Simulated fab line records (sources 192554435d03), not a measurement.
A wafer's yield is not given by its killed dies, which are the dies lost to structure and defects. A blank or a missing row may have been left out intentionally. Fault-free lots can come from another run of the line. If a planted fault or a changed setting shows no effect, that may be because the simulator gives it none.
Which tool did it? :: flow n5Finfet :: Sampling: 8 lots, 24 wafers, 6 of 1938 route steps

== WHAT EACH GAUGE READ, for each wafer ==
N5_FIN_SAQP_THK_MEAS_05. Usual: thkNm reads 38.0 nm (standard deviation 0.52).
lot: L353
measured: day 3 03:11
on: filmMetro-01
thkNm (nm): 37.2 37.2 38.0
flag: 

lot: L360
measured: day 4 22:59
on: filmMetro-01
thkNm (nm): 37.5 37.5 38.3
flag: 

lot: L362
measured: day 5 09:58
on: filmMetro-02
thkNm (nm): 38.1 38.0 38.8
flag: 

lot: L363
measured: day 5 15:16
on: filmMetro-01
thkNm (nm): 37.9 38.4 38.0
flag: 

lot: L364
measured: day 5 21:08
on: filmMetro-01
thkNm (nm): 37.3 38.1 38.5
flag: 

lot: L368
measured: day 6 21:41
on: filmMetro-02
thkNm (nm): 38.1 37.8 38.6
flag: 

lot: L369
measured: day 7 03:37
on: filmMetro-02
thkNm (nm): 37.6 38.3 38.5
flag: 

lot: L371
measured: day 7 16:39
on: filmMetro-01
thkNm (nm): 37.4 38.0 38.6
flag: 

N5_BEOL_M4_RC_MEAS_101. Usual: DIBL_N 36.1 mV/V, standard deviation 1.6; DIBL_P 35.8 mV/V, standard deviation 2.1; IOFF_N 0.16 nA/um, standard deviation 0.031; IOFF_P 0.21 nA/um, standard deviation 0.034; ION_N 673 uA/um, standard deviation 12; ION_P 461 uA/um, standard deviation 7.2; SS_N 71.4 mV/dec, standard deviation 0.59; SS_P 73.3 mV/dec, standard deviation 0.63; VT_N 250 mV, standard deviation 3.1; VT_P -250 mV, standard deviation 3.3.
lot: L353
measured: day 9 10:52
on: prober-01
DIBL_N (mV/V): 39.2 37.8 38.8
DIBL_P (mV/V): 40.4 38.3 38.2
IOFF_N (nA/um): 0.20 0.17 0.19
IOFF_P (nA/um): 0.27 0.25 0.24
ION_N (uA/um): 688 676 675
ION_P (uA/um): 470 465 461
SS_N (mV/dec): 71.9 71.4 72.3
SS_P (mV/dec): 74.5 74.2 73.5
VT_N (mV): 246 248 252
VT_P (mV): -246 -245 -248
flag: 

lot: L360
measured: day 11 10:46
on: prober-01
DIBL_N (mV/V): 36.6 36.2 33.7
DIBL_P (mV/V): 36.1 34.7 32.1
IOFF_N (nA/um): 0.16 0.15 0.12
IOFF_P (nA/um): 0.22 0.19 0.16
ION_N (uA/um): 667 665 658
ION_P (uA/um): 463 457 448
SS_N (mV/dec): 71.8 71.3 70.5
SS_P (mV/dec): 73.7 72.7 72.8
VT_N (mV): 249 253 252
VT_P (mV): -248 -249 -251
flag: 

lot: L362
measured: day 11 13:50
on: prober-02
DIBL_N (mV/V): 37.1 35.9 36.5
DIBL_P (mV/V): 36.5 36.2 36.0
IOFF_N (nA/um): 0.18 0.16 0.17
IOFF_P (nA/um): 0.21 0.21 0.21
ION_N (uA/um): 686 676 678
ION_P (uA/um): 469 464 460
SS_N (mV/dec): 72.0 71.6 71.8
SS_P (mV/dec): 73.1 73.7 73.5
VT_N (mV): 246 247 248
VT_P (mV): -251 -252 -252
flag: 

lot: L363
measured: day 11 19:40
on: prober-01
DIBL_N (mV/V): 35.4 33.9 32.9
DIBL_P (mV/V): 35.8 34.5 33.4
IOFF_N (nA/um): 0.15 0.13 0.11
IOFF_P (nA/um): 0.21 0.18 0.17
ION_N (uA/um): 672 656 646
ION_P (uA/um): 465 454 457
SS_N (mV/dec): 71.2 70.8 70.6
SS_P (mV/dec): 73.1 72.5 72.7
VT_N (mV): 249 254 253
VT_P (mV): -250 -250 -252
flag: 

lot: L364
measured: day 12 10:47
on: prober-01
DIBL_N (mV/V): 39.4 37.6 39.6
DIBL_P (mV/V): 40.5 38.6 40.6
IOFF_N (nA/um): 0.22 0.17 0.23
IOFF_P (nA/um): 0.24 0.22 0.25
ION_N (uA/um): 695 674 690
ION_P (uA/um): 470 462 462
SS_N (mV/dec): 71.8 71.2 71.9
SS_P (mV/dec): 73.8 73.7 74.8
VT_N (mV): 246 247 245
VT_P (mV): -250 -251 -252
flag: 

lot: L368
measured: day 13 07:11
on: prober-02
DIBL_N (mV/V): 35.3 37.0 37.0
DIBL_P (mV/V): 34.9 37.4 35.8
IOFF_N (nA/um): 0.15 0.18 0.18
IOFF_P (nA/um): 0.23 0.26 0.23
ION_N (uA/um): 667 670 675
ION_P (uA/um): 470 470 465
SS_N (mV/dec): 71.1 71.5 71.3
SS_P (mV/dec): 73.2 73.6 73.6
VT_N (mV): 253 247 249
VT_P (mV): -247 -247 -247
flag: 

lot: L369
measured: day 13 12:44
on: prober-01
DIBL_N (mV/V): 36.8 38.2 37.3
DIBL_P (mV/V): 35.8 38.7 36.1
IOFF_N (nA/um): 0.18 0.21 0.17
IOFF_P (nA/um): 0.22 0.29 0.23
ION_N (uA/um): 676 685 675
ION_P (uA/um): 465 469 462
SS_N (mV/dec): 71.4 72.2 71.9
SS_P (mV/dec): 73.6 74.5 73.7
VT_N (mV): 247 244 249
VT_P (mV): -247 -246 -249
flag: 

lot: L371
measured: day 13 22:20
on: prober-02
DIBL_N (mV/V): 34.9 35.4 36.7
DIBL_P (mV/V): 36.0 36.3 38.3
IOFF_N (nA/um): 0.16 0.17 0.21
IOFF_P (nA/um): 0.20 0.21 0.24
ION_N (uA/um): 682 674 688
ION_P (uA/um): 463 461 463
SS_N (mV/dec): 71.6 71.3 72.0
SS_P (mV/dec): 73.4 74.2 73.9
VT_N (mV): 248 248 242
VT_P (mV): -247 -248 -248
flag: 

== EACH LOT AND THE TOOL THAT RAN IT (in order: tool; ch and the chambers of the sampled wafers; start) ==
lot: L353
N5_PMOS_HMC_CHANNEL_EPI_FIN_RECESS_16: rieSi-05 ch 1,2,3, day 2 23:38
N5_FIN_SAQP_PECVD_47: pecvd-04 ch 0,2, day 3 03:13
N5_FIN_SAQP_DESCUM_21: rieDiel-02 ch 1,3, day 3 03:58
N5_FIN_SAQP_MANDREL_ETCH_58: rieSi-01 ch 0,1,2, day 3 06:11

lot: L360
N5_PMOS_HMC_CHANNEL_EPI_FIN_RECESS_16: rieSi-03 ch 1,2,3, day 4 17:56
N5_FIN_SAQP_PECVD_47: pecvd-04 ch 0,2, day 4 23:01
N5_FIN_SAQP_DESCUM_21: rieDiel-02 ch 2,3, day 4 23:46
N5_FIN_SAQP_MANDREL_ETCH_58: rieSi-04 ch 1,2, day 5 02:04

lot: L362
N5_PMOS_HMC_CHANNEL_EPI_FIN_RECESS_16: rieSi-03 ch 0,1,3, day 5 06:19
N5_FIN_SAQP_PECVD_47: pecvd-04 ch 0,1, day 5 10:01
N5_FIN_SAQP_DESCUM_21: rieDiel-04 ch 1,2,3, day 5 10:59
N5_FIN_SAQP_MANDREL_ETCH_58: rieSi-04 ch 1,2, day 5 13:24

lot: L363
N5_PMOS_HMC_CHANNEL_EPI_FIN_RECESS_16: rieSi-05 ch 0,1,2, day 5 12:04
N5_FIN_SAQP_PECVD_47: pecvd-02 ch 0,1, day 5 15:18
N5_FIN_SAQP_DESCUM_21: rieDiel-01 ch 2,3, day 5 16:03
N5_FIN_SAQP_MANDREL_ETCH_58: rieSi-04 ch 0,2, day 5 18:15

lot: L364
N5_PMOS_HMC_CHANNEL_EPI_FIN_RECESS_16: rieSi-05 ch 0,2,3, day 5 17:50
N5_FIN_SAQP_PECVD_47: pecvd-04 ch 0,2, day 5 21:11
N5_FIN_SAQP_DESCUM_21: rieDiel-04 ch 1,2, day 5 21:56
N5_FIN_SAQP_MANDREL_ETCH_58: rieSi-04 ch 2,3, day 6 00:08

lot: L368
N5_PMOS_HMC_CHANNEL_EPI_FIN_RECESS_16: rieSi-05 ch 0,1,2, day 6 18:40
N5_FIN_SAQP_PECVD_47: pecvd-01 ch 1,2, day 6 21:43
N5_FIN_SAQP_DESCUM_21: rieDiel-04 ch 0,1,3, day 6 22:32
N5_FIN_SAQP_MANDREL_ETCH_58: rieSi-01 ch 0,2, day 7 00:50

lot: L369
N5_PMOS_HMC_CHANNEL_EPI_FIN_RECESS_16: rieSi-03 ch 1,2,3, day 7 00:11
N5_FIN_SAQP_PECVD_47: pecvd-01 ch 0,1,2, day 7 03:39
N5_FIN_SAQP_DESCUM_21: rieDiel-02 ch 0,2,3, day 7 04:24
N5_FIN_SAQP_MANDREL_ETCH_58: rieSi-01 ch 1,2,3, day 7 06:35

lot: L371
N5_PMOS_HMC_CHANNEL_EPI_FIN_RECESS_16: rieSi-05 ch 0,2,3, day 7 13:14
N5_FIN_SAQP_PECVD_47: pecvd-01 ch 0,1,2, day 7 16:42
N5_FIN_SAQP_DESCUM_21: rieDiel-01 ch 0,1, day 7 17:38
N5_FIN_SAQP_MANDREL_ETCH_58: rieSi-01 ch 0,2,3, day 7 19:53
- N5_PMOS_HMC_CHANNEL_EPI_FIN_RECESS_16: chemistry HBr/Cl2, target Si, target depth 54 nm, time 18 s.
- N5_FIN_SAQP_PECVD_47: deposits a-Si from SiH4/He, target thk 45 nm, time 36.3 s.
- N5_FIN_SAQP_DESCUM_21: chemistry O2, time 7.9 s.
- N5_FIN_SAQP_MANDREL_ETCH_58: etches a-Si in HBr/Cl2, stops on SiNx, target depth 45 nm, bt time 10 s, time 27 s.

== AS READ BY THE TOOLS THEMSELVES (means over the sampled wafers that have a number; for cases with no such wafer, the mark the record gives instead) ==
N5_PMOS_HMC_CHANNEL_EPI_FIN_RECESS_16. Usual: HBr_flow_sccm 150.0 sccm, standard deviation 0.4; drypumpMotorCurrentA 5.7 A, standard deviation 0.39; oesProductAu 0.999 a.u., standard deviation 0.017; throttleValvePct 35.4 %, standard deviation 0.31.
lot: L353
tool: rieSi-05
HBr_flow_sccm (sccm): 150.6
drypumpMotorCurrentA (A): 5.3
oesProductAu (a.u.): 0.989
throttleValvePct (%): 35.3
flag: 

lot: L360
tool: rieSi-03
HBr_flow_sccm (sccm): 150.2
drypumpMotorCurrentA (A): 5.7
oesProductAu (a.u.): 1.005
throttleValvePct (%): 35.4
flag: 

lot: L362
tool: rieSi-03
HBr_flow_sccm (sccm): 150.2
drypumpMotorCurrentA (A): 5.8
oesProductAu (a.u.): 0.998
throttleValvePct (%): 35.4
flag: 

lot: L363
tool: rieSi-05
HBr_flow_sccm (sccm): 150.4
drypumpMotorCurrentA (A): 5.4
oesProductAu (a.u.): 0.997
throttleValvePct (%): 35.3
flag: 

lot: L364
tool: rieSi-05
HBr_flow_sccm (sccm): 150.0
drypumpMotorCurrentA (A): 5.5
oesProductAu (a.u.): 0.993
throttleValvePct (%): 35.3
flag: 

lot: L368
tool: rieSi-05
HBr_flow_sccm (sccm): 150.2
drypumpMotorCurrentA (A): 5.4
oesProductAu (a.u.): 0.993
throttleValvePct (%): 35.3
flag: 

lot: L369
tool: rieSi-03
HBr_flow_sccm (sccm): 150.2
drypumpMotorCurrentA (A): 5.7
oesProductAu (a.u.): 1.010
throttleValvePct (%): 35.5
flag: 

lot: L371
tool: rieSi-05
HBr_flow_sccm (sccm): 150.1
drypumpMotorCurrentA (A): 5.5
oesProductAu (a.u.): 1.005
throttleValvePct (%): 35.3
flag: 

N5_FIN_SAQP_PECVD_47. Usual: heaterPowerW 876 W, standard deviation 60; runLengthS 72.7 s, standard deviation 0.48; showerheadPlenumPTorr 5.67 Torr, standard deviation 0.047; susceptorTempC 399.99 C, standard deviation 0.2; throttleValvePct 18.2 %, standard deviation 0.79.
lot: L353
tool: pecvd-04
heaterPowerW (W): 878
runLengthS (s): 72.4
showerheadPlenumPTorr (Torr): 5.64
susceptorTempC (C): 399.96
throttleValvePct (%): 17.9
flag: 

lot: L360
tool: pecvd-04
heaterPowerW (W): 782
runLengthS (s): 72.3
showerheadPlenumPTorr (Torr): 5.65
susceptorTempC (C): 399.91
throttleValvePct (%): 17.4
flag: 

lot: L362
tool: pecvd-04
heaterPowerW (W): 862
runLengthS (s): 78.3
showerheadPlenumPTorr (Torr): 5.65
susceptorTempC (C): 400.02
throttleValvePct (%): 18.3
flag: OFF

lot: L363
tool: pecvd-02
heaterPowerW (W): 856
runLengthS (s): 72.9
showerheadPlenumPTorr (Torr): 5.71
susceptorTempC (C): 399.98
throttleValvePct (%): 17.9
flag: 

lot: L364
tool: pecvd-04
heaterPowerW (W): 789
runLengthS (s): 75.3
showerheadPlenumPTorr (Torr): 5.65
susceptorTempC (C): 400.16
throttleValvePct (%): 17.4
flag: OFF

lot: L368
tool: pecvd-01
heaterPowerW (W): 892
runLengthS (s): 72.1
showerheadPlenumPTorr (Torr): 5.64
susceptorTempC (C): 399.95
throttleValvePct (%): 18.3
flag: 

lot: L369
tool: pecvd-01
heaterPowerW (W): 894
runLengthS (s): 72.4
showerheadPlenumPTorr (Torr): 5.67
susceptorTempC (C): 399.97
throttleValvePct (%): 18.4
flag: 

lot: L371
tool: pecvd-01
heaterPowerW (W): 894
runLengthS (s): 72.5
showerheadPlenumPTorr (Torr): 5.66
susceptorTempC (C): 400.21
throttleValvePct (%): 18.4
flag: 

N5_FIN_SAQP_DESCUM_21. Usual: drypumpMotorCurrentA 5.8 A, standard deviation 0.43; oesProductAu 0.78 a.u., standard deviation 0.061; rfVppV 243.3 V, standard deviation 1; showerheadPlenumPTorr 2.11 Torr, standard deviation 0.054; throttleValvePct 20.47 %, standard deviation 0.25.
lot: L353
tool: rieDiel-02
drypumpMotorCurrentA (A): 5.6
oesProductAu (a.u.): 0.79
rfVppV (V): 242.8
showerheadPlenumPTorr (Torr): 2.11
throttleValvePct (%): 20.44
flag: 

lot: L360
tool: rieDiel-02
drypumpMotorCurrentA (A): 6.1
oesProductAu (a.u.): 0.75
rfVppV (V): 244.0
showerheadPlenumPTorr (Torr): 2.16
throttleValvePct (%): 20.63
flag: 

lot: L362
tool: rieDiel-04
drypumpMotorCurrentA (A): 5.7
oesProductAu (a.u.): 0.79
rfVppV (V): 245.1
showerheadPlenumPTorr (Torr): 2.13
throttleValvePct (%): 20.43
flag: 

lot: L363
tool: rieDiel-01
drypumpMotorCurrentA (A): 6.0
oesProductAu (a.u.): 0.78
rfVppV (V): 242.8
showerheadPlenumPTorr (Torr): 2.08
throttleValvePct (%): 20.61
flag: 

lot: L364
tool: rieDiel-04
drypumpMotorCurrentA (A): 5.9
oesProductAu (a.u.): 0.82
rfVppV (V): 243.9
showerheadPlenumPTorr (Torr): 2.11
throttleValvePct (%): 20.16
flag: 

lot: L368
tool: rieDiel-04
drypumpMotorCurrentA (A): 5.5
oesProductAu (a.u.): 0.75
rfVppV (V): 243.7
showerheadPlenumPTorr (Torr): 2.11
throttleValvePct (%): 20.56
flag: 

lot: L369
tool: rieDiel-02
drypumpMotorCurrentA (A): 6.0
oesProductAu (a.u.): 0.80
rfVppV (V): 242.8
showerheadPlenumPTorr (Torr): 2.14
throttleValvePct (%): 20.49
flag: 

lot: L371
tool: rieDiel-01
drypumpMotorCurrentA (A): 6.1
oesProductAu (a.u.): 0.83
rfVppV (V): 242.3
showerheadPlenumPTorr (Torr): 2.09
throttleValvePct (%): 20.51
flag: 

N5_FIN_SAQP_MANDREL_ETCH_58. Usual: HBr_flow_sccm 150.0 sccm, standard deviation 0.49; drypumpMotorCurrentA 6.0 A, standard deviation 0.43; oesProductAu 0.695 a.u., standard deviation 0.011; throttleValvePct 35.5 %, standard deviation 0.31.
lot: L353
tool: rieSi-01
HBr_flow_sccm (sccm): 149.9
drypumpMotorCurrentA (A): 5.8
oesProductAu (a.u.): 0.700
throttleValvePct (%): 35.4
flag: 

lot: L360
tool: rieSi-04
HBr_flow_sccm (sccm): 149.6
drypumpMotorCurrentA (A): 6.2
oesProductAu (a.u.): 0.704
throttleValvePct (%): 35.3
flag: 

lot: L362
tool: rieSi-04
HBr_flow_sccm (sccm): 150.1
drypumpMotorCurrentA (A): 6.2
oesProductAu (a.u.): 0.764
throttleValvePct (%): 35.2
flag: OFF

lot: L363
tool: rieSi-04
HBr_flow_sccm (sccm): 150.1
drypumpMotorCurrentA (A): 6.1
oesProductAu (a.u.): 0.698
throttleValvePct (%): 35.5
flag: 

lot: L364
tool: rieSi-04
HBr_flow_sccm (sccm): 150.1
drypumpMotorCurrentA (A): 5.9
oesProductAu (a.u.): 0.729
throttleValvePct (%): 35.3
flag: OFF

lot: L368
tool: rieSi-01
HBr_flow_sccm (sccm): 150.2
drypumpMotorCurrentA (A): 6.3
oesProductAu (a.u.): 0.686
throttleValvePct (%): 35.1
flag: 

lot: L369
tool: rieSi-01
HBr_flow_sccm (sccm): 150.0
drypumpMotorCurrentA (A): 5.4
oesProductAu (a.u.): 0.699
throttleValvePct (%): 35.8
flag: 

lot: L371
tool: rieSi-01
HBr_flow_sccm (sccm): 149.7
drypumpMotorCurrentA (A): 5.9
oesProductAu (a.u.): 0.701
throttleValvePct (%): 35.5
flag: 

== THE ANSWER, worked out from the rows above alone ==
Rule: take the mean of a lot's wafers that have a number; if it is more than 3 standard deviations from the usual mean, the lot is off. Also off: a lot with no number at a reading for which 4 or more lots have one. Any other lot the step has rows for is counted as sound. The gauges are gone through in route order, then the tools' own readings, and for those a lot's mean is taken as printed above. The first step at which some lot is off is used, and at that step the reading that is off furthest; a lot without a number counts as furthest.
Off: L362, L364 (N5_FIN_SAQP_PECVD_47, runLengthS).
A tool fits if, at that step or a process step before it, it ran every lot that is off, and no sound lot after the first of them. One fits: N5_FIN_SAQP_PECVD_47 on pecvd-04. A fault onset in the window from L360 (day 4 23:01, its last sound lot) to L362 (day 5 10:01, its first lot off) fits.
The tool's own readings at N5_FIN_SAQP_PECVD_47 bear it out: on the lots that are off they differ by more than 5 times the standard deviation of the sound lots' means. runLengthS reads 76.8 s there against 72.4 s on the sound lots.

== WHAT HAD BEEN PUT IN BY THE SIMULATOR ==
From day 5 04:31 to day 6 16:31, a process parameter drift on pecvd-04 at N5_FIN_SAQP_PECVD_47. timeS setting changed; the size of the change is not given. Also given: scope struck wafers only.
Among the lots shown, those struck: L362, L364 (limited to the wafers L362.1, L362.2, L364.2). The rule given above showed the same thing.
